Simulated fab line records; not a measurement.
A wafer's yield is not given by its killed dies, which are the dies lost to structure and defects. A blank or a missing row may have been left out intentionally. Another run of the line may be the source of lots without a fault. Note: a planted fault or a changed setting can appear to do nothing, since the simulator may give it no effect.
What tool caused it?	flow n5 finfet	9 lots with 27 wafers sampled at 4 steps, on a route of 1938 steps

== WHAT THE GAUGES READ, wafer by wafer ==
N5_SD_EPI_N_OVL_MEAS_10.
lot	measured	on	SD_N_BLK_OVL (nm)
L872	day 3 14:32	overlay-01	0.8 0.2 0.6
L877	day 4 22:17	overlay-01	-1.6 -1.3 -1.1
L879	day 5 08:18	overlay-02	-0.7 0.3 0.0
L880	day 5 15:41	overlay-02	0.7 1.0 0.6
L882	day 6 01:32	overlay-01	10.7 11.7 12.1
L883	day 6 07:52	overlay-02	10.3 10.9 10.3
L890	day 8 01:13	overlay-01	-0.6 -0.1 -0.5
L891	day 8 07:37	overlay-01	-1.3 -1.3 -1.3
L892	day 8 21:14	overlay-02	0.5 0.8 0.9

== WHAT TOOL EACH LOT RAN ON (gives the tool, then ch and the chambers of the sampled wafers, and finally the start) ==
lot	N5_DUMMY_GATE_STRIP_48	N5_SPACER0_ALD_07	N5_SD_EPI_N_EXPOSE_06
L872	rie diel-03 ch 0,2, day 3 13:18	ald sin-03 ch 0,3, day 3 13:32	arfi scanner-03 ch 0, day 3 14:23
L877	rie diel-04 ch 2,3, day 4 20:28	ald sin-03 ch 0,3, day 4 21:17	arfi scanner-02 ch 0, day 4 22:08
L879	rie diel-04 ch 0,1,2, day 5 07:05	ald sin-02 ch 0,2,3, day 5 07:19	arfi scanner-01 ch 0, day 5 08:09
L880	rie diel-05 ch 1,2,3, day 5 14:18	ald sin-03 ch 0,2,3, day 5 14:41	arfi scanner-03 ch 0, day 5 15:31
L882	rie diel-05 ch 0,1,2, day 6 00:19	ald sin-01 ch 0,1,2, day 6 00:32	arfi scanner-03 ch 0, day 6 01:22
L883	rie diel-04 ch 0,1,2, day 6 06:46	ald sin-03 ch 0,2,3, day 6 06:59	arfi scanner-03 ch 0, day 6 07:43
L890	rie diel-03 ch 0,1,3, day 8 00:07	ald sin-02 ch 0,2,3, day 8 00:20	arfi scanner-01 ch 0, day 8 01:03
L891	rie diel-03 ch 0,2,3, day 8 06:08	ald sin-03 ch 1,2,3, day 8 06:37	arfi scanner-02 ch 0, day 8 07:28
L892	rie diel-03 ch 0,3, day 8 20:01	ald sin-03 ch 1,2,3, day 8 20:14	arfi scanner-02 ch 0, day 8 21:05
- N5_DUMMY_GATE_STRIP_48: strips in N2/H2, time 20 s.
- N5_SPACER0_ALD_07: deposits SiNx, target thk 2 nm.
- N5_SD_EPI_N_EXPOSE_06: exposes mask SD N BLK, target cd 120 nm.

== THE ANSWER, worked out from the rows above alone ==
Rule: usual is defined by the lots themselves. The widest of any qualifying gaps counts: lots, ordered by their means at a reading, are off when they make up no more than a third of the lots, leave a main group of 4 or more, and stand apart from it by 3 or more times the standard deviation of that group's means. If all means in a main group match to the digits the tables above print for the reading, that group is not used. A lot without any number at a reading at which 4 lots or more have one is off too. The other lots that the step has rows for count as sound.
Off: at N5_SD_EPI_N_OVL_MEAS_10 (SD_N_BLK_OVL), L882, L883. The main group has a mean of -0.2 nm with a standard deviation of 0.83.
If a tool, at a process step before that reading, ran all the lots that are off and no sound lot after the first of them, it fits. Those tools and the gauges at N5_SD_EPI_N_OVL_MEAS_10 are tried in the same way. One fits: arfi scanner-03 at N5_SD_EPI_N_EXPOSE_06. Its last sound lot is L880 (day 5 15:31), its first lot that is off L882 (day 6 01:22): a fault that began between those two fits.

== WHAT WAS PUT IN BY THE SIMULATOR ==
Scanner matching overlay: arfi scanner-03, from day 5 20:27 on, at N5_SD_EPI_N_EXPOSE_06. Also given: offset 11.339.
Shown lots that were struck: L882, L883. The same result came from the rule above.
